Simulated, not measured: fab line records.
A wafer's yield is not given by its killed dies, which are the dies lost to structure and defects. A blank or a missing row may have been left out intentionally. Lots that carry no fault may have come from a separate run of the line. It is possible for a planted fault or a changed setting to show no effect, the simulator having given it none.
Comparing a struck lot with a sound one	flow nandHarc	12 steps out of a route of 1302
Sound: the wafers L626.1, L626.4, L626.6. The struck wafers were L623.1, L623.3, L623.4. The cause is given at the end.
For every step that has rows: the tool of each side, followed by ch and its chambers, followed by its first start. Under that, the readings that differ: sound wafers	struck wafers	difference of the means	sigmas: that difference in standard deviations of wafers without a fault.
alike: a reading whose means differ by less than 2 such deviations, as well as words and numbers matching on both sides. not compared: withheld readings; readings where some wafer has no value; bounds like >300 that might hide an equal value; numbers whose values overlap and for which the record gives no deviation.
A row with sigmas, a row that says differs or no value, or rows on one side alone: a step with any of these is where the two part. Numbers that have no deviation but don't overlap get no sigmas and don't part them. A reading that every wafer of one side lacks parts them only if that side has two wafers or more.

first, 2 steps without rows for these wafers: NHARC_A_STAIRCASE_PRECLEAN_448 (cleans in SC1); NHARC_A_STAIRCASE_SRD_449.
NHARC_A_STAIRCASE_CMP_450: polishes SiO2, target thk 200 nm.
  sound on cmp-02 ch 0,3, day 27 07:55; struck on cmp-01 ch 1,2,3, day 27 03:41
  alike: edgeZonePressureFrac, motorCurrentA, retainingRingPressureFrac, slurryFilterDpKPa
  not compared: padLifeWafers
NHARC_A_STAIRCASE_CMP_152: polishes.
  sound on cmp-02 ch 0,3, day 27 07:59; struck on cmp-01 ch 1,2,3, day 27 03:46
  alike: edgeZonePressureFrac, motorCurrentA, retainingRingPressureFrac, slurryFilterDpKPa
  not compared: padLifeWafers
then, 2 steps without rows for these wafers: NHARC_A_STAIRCASE_SRD_154; NHARC_A_STAIRCASE_ETCH_403 (etches SiO2 in dHF, target depth 108.2 nm).
NHARC_A_STAIRCASE_ETCHBACK_422: etches the open film in CH3F/O2, target depth 40 nm, time 74.286 s.
  sound on rieDiel-04 ch 0,2,3, day 27 08:26; struck on rieDiel-04 ch 0,2,3, day 27 04:14
  alike: drypumpMotorCurrentA, oesProductAu, rfVppV, showerheadPlenumPTorr, throttleValvePct
  not compared: rfHoursCounterH
then, 2 steps without rows for these wafers: NHARC_A_STAIRCASE_ETCH_423 (etches SiO2 in dHF, target depth 30 nm); NHARC_A_STAIRCASE_ETCHBACK_157 (etches the open film in CH3F/O2, target depth 90 nm, time 167.14 s).
NHARC_A_STAIRCASE_STRIP_475: strips in O2, time 20 s.
  sound: rieDiel-01 ch 0,3; struck: rieDiel-04 ch 0,1,3
  alike: drypumpMotorCurrentA, oesProductAu, rfVppV, showerheadPlenumPTorr, throttleValvePct
  not compared: rfHoursCounterH
NHARC_A_STAIRCASE_DEP_471: deposits SiO2, target thk 100 nm.
  sound on pecvd-03 ch 1,2, day 27 09:05; struck on pecvd-03 ch 1,2, day 27 04:53
  alike: heaterPowerW, throttleValvePct
NHARC_A_STAIRCASE_CMP_472: polishes SiO2.
  sound on cmp-03 ch 1,2, day 27 09:21; struck on cmp-01 ch 0,1,3, day 27 05:08
  no value came back on the struck wafers for edgeZonePressureFrac, motorCurrentA (A), retainingRingPressureFrac, slurryFilterDpKPa (kPa); on the sound wafers edgeZonePressureFrac reads 0.997 0.999 0.992
  not compared: padLifeWafers

WHERE THEY PART
Only at NHARC_A_STAIRCASE_CMP_472, within this record.

WHY: what the simulator had put in
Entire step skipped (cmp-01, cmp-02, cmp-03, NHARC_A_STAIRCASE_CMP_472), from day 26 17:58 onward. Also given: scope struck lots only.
